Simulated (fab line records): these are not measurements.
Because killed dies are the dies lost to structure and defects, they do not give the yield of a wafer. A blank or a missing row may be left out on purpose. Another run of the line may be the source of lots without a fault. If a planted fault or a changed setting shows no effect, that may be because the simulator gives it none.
Chamber matching    flow n5 finfet    N5_BEOL_M8_STRIP_67 on rie diel-06: 4 sister chambers
The step strips in CF4. 4 wafers are shown with their chamber, then 9 later ones without.

== WAFERS, EACH WITH ITS CHAMBER ==
wafer   chamber  drypump motor current A (A)
L088.1  1        5.8
L089.1  3        6.4
L089.4  0        6.4
L089.6  2        4.9

== WAFERS MISSING THEIR CHAMBER ==
wafer   drypump motor current A (A)
L091.2  5.8
L091.3  6.4
L091.5  4.9
L094.2  4.9
L094.3  6.4
L094.6  4.9
L095.2  4.9
L095.5  5.7
L095.6  6.4

== EACH ONE'S CHAMBER ==
wafer   from the rows above      in truth
L091.2  1                        1
L091.3  can't be placed: 0 or 3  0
L091.5  2                        2
L094.2  2                        2
L094.3  can't be placed: 0 or 3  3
L094.6  2                        2
L095.2  2                        2
L095.5  1                        1
L095.6  can't be placed: 0 or 3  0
Correctly placed: 6 of 9. Not placeable from these rows: 3 (in 3, the candidates include the true chamber). Number placed wrongly: 0.
How it was worked out, from the rows above alone: a wafer's distance from a chamber is the root of the sum, over the readings, of the square of ((its reading less the chamber's mean) divided by the reading's scatter). The wafer belongs to the nearest chamber; if the next one is less than 2 further off, it can't be placed. For every chamber, the mean is computed from those of its wafers that are shown. The scatter: root of mean squared gap, hidden wafer to nearest shown wafer, with one shown wafer a chamber.
